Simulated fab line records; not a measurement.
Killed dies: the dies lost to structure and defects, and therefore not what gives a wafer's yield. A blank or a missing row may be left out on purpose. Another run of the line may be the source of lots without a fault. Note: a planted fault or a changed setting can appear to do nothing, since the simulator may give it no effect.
Which tool was responsible?	flow n5-finfet	Sampling: 11 lots, 31 wafers, 2 of 1938 route steps

WHAT EACH GAUGE READ, for each wafer
N5_PASSIVATION_CD_MEAS_44: the cd target is 40000 nm. Usual: cd-nm 39999 nm, standard deviation 5.4.
lot	measured	on	cd-nm (nm)	flag
L433	day 12 08:25	cd-sem-02	40000 40000	
L436	day 13 00:34	cd-sem-03	39991 39998 39995	
L435	day 13 07:15	cd-sem-02	39997 39997 39999	
L439	day 14 10:44	cd-sem-02	39992 39989 39994	
L442	day 14 21:48	cd-sem-03	39992 39997 39993	
L444	day 15 19:13	cd-sem-03	40003 40009	
L448	day 16 07:07	cd-sem-03	39994 39995 39997	
L450	day 16 07:46	cd-sem-01	39999 39999 39999	
L451	day 17 03:19	cd-sem-02	39997 39998 39993	
L452	day 17 07:10	cd-sem-01	39999 39999 39998	
L454	day 17 21:13	cd-sem-02	39999 40007 39998	

TOOL THAT RAN EACH LOT (tool first, then ch and the chambers of the sampled wafers, then the start)
lot	N5_BEOL_M15_ETCH_38
L433	rie-diel-02 ch 2,3, day 11 19:35
L436	rie-diel-02 ch 0,1,2, day 12 11:01
L435	rie-diel-05 ch 1,3, day 12 16:23
L439	rie-diel-05 ch 1,2,3, day 13 20:44
L442	rie-diel-05 ch 0,3, day 14 07:43
L444	rie-diel-02 ch 1,2, day 15 01:43
L448	rie-diel-03 ch 0,1, day 15 17:10
L450	rie-diel-03 ch 0,1,2, day 15 18:25
L451	rie-diel-05 ch 0,1, day 16 10:53
L452	rie-diel-02 ch 1,2,3, day 16 17:44
L454	rie-diel-05 ch 1,2,3, day 17 08:19
- N5_BEOL_M15_ETCH_38: etches SiCN in CF4/N2, target depth 106.4 nm, time 120.5 s.

WHAT THE TOOLS THEMSELVES READ (means of the sampled wafers that have a number; where no wafer has one, the mark that the record gives instead)
N5_BEOL_M15_ETCH_38. Usual: bias-w 70.01 W, standard deviation 0.22; drypump-motor-current-A 5.8 A, standard deviation 0.51; oes-product-au 0.78 a.u., standard deviation 0.072; rf-vpp-V 381.7 V, standard deviation 1.4; showerhead-plenum-p-Torr 2.18 Torr, standard deviation 0.044; throttle-valve-pct 15.39 %, standard deviation 0.23.
lot	tool	bias-w (W)	drypump-motor-current-A (A)	oes-product-au (a.u.)	rf-vpp-V (V)	showerhead-plenum-p-Torr (Torr)	throttle-valve-pct (%)	flag
L433	rie-diel-02	70.16	5.9	0.70	381.9	2.18	15.61	
L436	rie-diel-02	70.22	5.9	0.78	381.1	2.15	15.31	
L435	rie-diel-05	70.26	5.9	0.73	382.2	2.23	15.46	
L439	rie-diel-05	70.04	6.0	0.75	382.1	2.20	15.45	
L442	rie-diel-05	69.83	6.2	0.83	380.8	2.16	15.51	
L444	rie-diel-02	70.22	6.1	0.72	381.4	2.15	15.53	
L448	rie-diel-03	69.83	5.1	0.81	381.1	2.17	15.40	
L450	rie-diel-03	69.95	5.3	0.84	381.8	2.21	15.31	
L451	rie-diel-05	70.22	5.7	0.76	382.9	2.22	15.29	
L452	rie-diel-02	69.98	5.8	0.70	382.2	2.15	15.58	
L454	rie-diel-05	70.11	5.9	0.73	382.2	2.20	15.51	

THE ANSWER, worked out from the rows above alone
Rule: take the mean of a lot's wafers that have a number; if it is more than 3 standard deviations from the usual mean, the lot is off. A lot without any number at a reading at which 4 lots or more have one is off too. Any other lot the step has rows for is counted as sound. First the gauges in route order, then the tools' own readings, where a lot's mean is used as printed above. The first step at which some lot is off is used, and at that step the reading that is off furthest; a lot without a number counts as furthest.
No lot is off at any reading shown: from this, nothing can be told.

WHAT WAS PUT IN BY THE SIMULATOR
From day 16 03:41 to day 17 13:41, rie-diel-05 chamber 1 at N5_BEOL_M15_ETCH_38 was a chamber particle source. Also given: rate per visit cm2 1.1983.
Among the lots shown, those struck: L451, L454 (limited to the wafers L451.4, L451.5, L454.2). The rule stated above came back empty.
